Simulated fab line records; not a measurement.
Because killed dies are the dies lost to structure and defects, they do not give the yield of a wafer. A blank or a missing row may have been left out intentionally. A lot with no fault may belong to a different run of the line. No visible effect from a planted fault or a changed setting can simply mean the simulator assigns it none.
Struck lot and sound lot, side by side | flow nand_harc | 24 out of 1159 route steps
Sound: the wafers L735.1, L735.4, L735.6. Wafers L741.2, L741.4, L741.5 were the ones struck. At the end, the cause is stated.
At each step with rows: each side's tool, then ch and its chambers, then its first start. Under that, the readings that differ: sound wafers | struck wafers | difference of the means | sigmas: that difference in standard deviations of wafers without a fault.
alike: readings with means less than 2 such deviations apart, plus words and numbers identical on both sides. not compared: withheld readings, readings lacking a value on some wafer, bounds such as >300 that could conceal the same value, and numbers that have no deviation in the record and whose values overlap.
Wherever a step has rows on one side only, a row that says differs or no value, or a row with sigmas, the two part there. Non-overlapping numbers with no deviation appear without sigmas and do not part them. A reading that every wafer of one side lacks parts them only if that side has two wafers or more.

NHARC_A_M0_INSPECT_27:
  sound on defect_inspect-01, day 19 08:34; struck on defect_inspect-02, day 21 17:10
  alike: raw_defect_count
NHARC_A_M0_PRE_CLEAN_31: time 12 s.
  sound on pecvd-01 ch 1,2, day 19 08:41; struck on pecvd-04 ch 0,2, day 21 17:13
  alike: heater_power_w
NHARC_A_M0_DEP_32: deposits SiCN, target thk 30 nm.
  sound on pecvd-01 ch 1,2, day 19 08:48; struck on pecvd-04 ch 0,2, day 21 17:18
  alike: heater_power_w
then, 8 steps without rows for these wafers: NHARC_A_M1_DEP_00 (deposits SiOC, target thk 182.5 nm); NHARC_A_M1_DEHYDRATE_01 (time 120 s); NHARC_A_M1_HMDS_02 (time 30 s); NHARC_A_M1_COAT_34 (time 65 s); NHARC_A_M1_COAT_03 (resist thk 90 nm); NHARC_A_M1_SOFTBAKE_04 (time 55 s); NHARC_A_M1_EBR_05; NHARC_A_M1_EXPOSE_06 (exposes mask A M1, target cd 120 nm).
NHARC_A_M1_PEB_07: peb time 65 s.
  sound on litho_track-06 ch 0, day 19 09:55; struck on litho_track-06 ch 0, day 21 18:21
  reading                  | sound              | struck            | difference | sigmas
  heater_power_total_W (W) | 157.1 156.9 156.8  | 150.3 151.0 151.0 | -6.2       | -14
  plate_temp_C (C)         | 99.94 100.20 99.94 | 97.20 97.34 97.05 | -2.83      | -22
then, 1 step without rows for these wafers: NHARC_A_M1_DEVELOP_08 (develop time 35 s).
NHARC_A_M1_CD_MEAS_09 targets a cd of 120 nm.
  sound on cd_sem-03 ch 0, day 19 10:00; struck on cd_sem-01 ch 0, day 21 18:26
  reading    | sound             | struck            | difference | sigmas
  cd_nm (nm) | 121.1 119.8 119.1 | 108.2 109.2 110.3 | -10.8      | -14
NHARC_A_M1_OVL_MEAS_10: pitch 240 nm.
  sound on overlay-01, day 19 10:05; struck on overlay-01, day 21 18:31
  alike: overlay_x_nm, overlay_y_nm
NHARC_A_M1_INSPECT_11:
  sound on defect_inspect-02, day 19 10:07; struck on defect_inspect-02, day 21 18:34
  alike: raw_defect_count
NHARC_A_M1_DESCUM_14: chemistry O2, time 3 s.
  sound on rie_diel-12 ch 2,3, day 19 10:11; struck on rie_diel-11 ch 1,3, day 21 18:37
  reading               | sound             | struck            | difference | sigmas
  model.A_M1.cd_nm (nm) | 120.6 119.7 118.8 | 107.3 109.1 108.7 | -11.3      |
  alike: drypump_motor_current_A, oes_product_au, rf_vpp_V, showerhead_plenum_p_Torr, throttle_valve_pct
  not compared: rf_hours_counter_h
NHARC_A_M1_ETCH_35: etches the open film in N2/H2, target depth 40 nm, overetch 12 nm, time 43.94 s.
  sound on rie_diel-12 ch 0,3, day 19 10:16; struck on rie_diel-11 ch 0,3, day 21 18:43
  reading             | sound             | struck            | difference | sigmas
  n2_flow_sccm (sccm) | 151.2 150.0 150.7 | 150.1 149.2 149.7 | -1.0       | -2
  alike: drypump_motor_current_A, oes_product_au, rf_vpp_V, showerhead_plenum_p_Torr, throttle_valve_pct
  not compared: rf_hours_counter_h
NHARC_A_M1_ETCH_15: etches the open film in C4F8/Ar, target depth 182.5 nm, time 91.2 s.
  sound on rie_diel-12 ch 2,3; struck on rie_diel-11 ch 1,2,3
  alike: oes_product_au, rf_vpp_V
  not compared: rf_hours_counter_h
NHARC_A_M1_CD_MEAS_16:
  sound on cd_sem-02, day 19 10:29; struck on cd_sem-02, day 21 18:55
  reading    | sound             | struck            | difference | sigmas
  cd_nm (nm) | 120.3 120.4 118.8 | 106.6 109.1 108.9 | -11.6      | -11
NHARC_A_M1_STRIP_18: strips in N2/H2.
  sound on rie_diel-11 ch 0,3, day 19 10:34; struck on rie_diel-11 ch 2,3, day 21 19:00
  alike: drypump_motor_current_A, n2_flow_sccm, oes_product_au, rf_vpp_V, showerhead_plenum_p_Torr, throttle_valve_pct
  not compared: rf_hours_counter_h
NHARC_A_M1_ETCH_28: etches the open film in CF4/N2, target depth 30 nm, time 72.99 s.
  sound on rie_diel-11 ch 2,3; struck on rie_diel-11 ch 1,2,3
  reading               | sound           | struck            | difference | sigmas
  model.A_M1.cd_nm (nm) | 119.2 120.1 118 | 106.6 108.2 107.2 | -11.8      |
  alike: cf4_flow_sccm, drypump_motor_current_A, n2_flow_sccm, oes_product_au, rf_vpp_V, showerhead_plenum_p_Torr, throttle_valve_pct
  not compared: rf_hours_counter_h
then, 1 step without rows for these wafers: NHARC_A_M1_STRIP_19 (strips in post etch residue remover, time 600 s).
NHARC_END_SORT_01:
  sound on prober-01 ch 0, day 21 01:50; struck on prober-01 ch 0, day 23 09:20
  alike: defect_limited_yield, killed_at_array, killed_at_other, killed_at_periphery, killed_dies, killed_open, killed_short, sort_bin_2_pct, sort_bin_3_pct, sort_bin_4_pct, sort_n_pass, sort_rim_yield_pct, sort_yield_pct

## WHERE THEY PART
At NHARC_A_M1_PEB_07 first; at NHARC_A_M1_CD_MEAS_16 last (within this record only). Later steps at which nothing parts them and some readings are alike: NHARC_A_M1_STRIP_18, NHARC_A_M1_ETCH_28, NHARC_END_SORT_01.

WHY: what the simulator had put in
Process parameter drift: litho_track-06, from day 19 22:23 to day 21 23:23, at NHARC_A_M1_PEB_07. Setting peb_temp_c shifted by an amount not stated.
